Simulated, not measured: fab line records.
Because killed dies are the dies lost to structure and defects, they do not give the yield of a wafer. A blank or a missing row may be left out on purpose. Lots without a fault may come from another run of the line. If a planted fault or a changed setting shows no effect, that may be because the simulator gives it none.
What tool caused it? | flow nand harc | 6 lots, 18 wafers sampled, at 4 steps of a route of 1302

== WHAT THE GAUGES SHOWED, per wafer ==
NHARC_THIN_TSV_CD_MEAS_37.
lot  | measured     | on        | cd nm (nm)
L287 | day 25 00:58 | cd sem-03 | 5002 5000 4999
L290 | day 25 22:23 | cd sem-02 | 5003 5006 4998
L293 | day 27 06:22 | cd sem-02 | 4994 4997 5000
L302 | day 31 06:24 | cd sem-02 | 4998 4999 4998
L304 | day 32 10:44 | cd sem-01 | 5003 5004 5002
L306 | day 33 02:10 | cd sem-03 | 5000 5002 5001

== WHAT TOOL EACH LOT RAN ON (gives the tool, then ch and the chambers of the sampled wafers, and finally the start) ==
lot  | NHARC_P_M2_PRE_CLEAN_32         | NHARC_A_BONDPAD_DEGAS_25     | NHARC_A_BONDPAD_CMP_19
L287 | pecvd-03 ch 0,1,2, day 7 10:44  | pvd sputter-03, day 24 03:13 | cmp-02 ch 1,2,3, day 24 04:18
L290 | pecvd-01 ch 0,1,2, day 8 16:53  | pvd sputter-03, day 25 00:52 | cmp-02 ch 0,2,3, day 25 01:58
L293 | pecvd-01 ch 0,1,2, day 9 20:11  | pvd sputter-02, day 26 09:05 | cmp-02 ch 2,3, day 26 10:11
L302 | pecvd-03 ch 0,1,2, day 14 01:25 | pvd sputter-02, day 30 09:11 | cmp-02 ch 0,2,3, day 30 10:27
L304 | pecvd-01 ch 0,1,2, day 14 16:19 | pvd sputter-01, day 31 06:40 | cmp-03 ch 0,2,3, day 31 07:44
L306 | pecvd-02 ch 0,1,2, day 15 07:40 | pvd sputter-01, day 32 04:07 | cmp-03 ch 1,2, day 32 05:42
- NHARC_P_M2_PRE_CLEAN_32: time 12 s.
- NHARC_A_BONDPAD_DEGAS_25: time 60 s.
- NHARC_A_BONDPAD_CMP_19: polishes, t overpolish 30 s, cu recess touch 16 s, target thk 169.82 nm.

== THE ANSWER, worked out from the rows above alone ==
Rule: the lots themselves supply what counts as usual. Put in order of their means at a reading, lots are off if they are a third of the lots or fewer, leave a main group of 4 or more, and stand apart from it by a gap of 3 or more times the standard deviation of the main group's means; of several such gaps the widest counts. A main group whose means are all the same, to the digits that the tables above print for the reading, isn't used. Also off: a lot with no number at a reading for which 4 or more lots have one. All remaining lots with rows at the step are treated as sound.
Nothing can be told from this: no lot is off at any reading shown.

== WHAT THE SIMULATOR PUT IN ==
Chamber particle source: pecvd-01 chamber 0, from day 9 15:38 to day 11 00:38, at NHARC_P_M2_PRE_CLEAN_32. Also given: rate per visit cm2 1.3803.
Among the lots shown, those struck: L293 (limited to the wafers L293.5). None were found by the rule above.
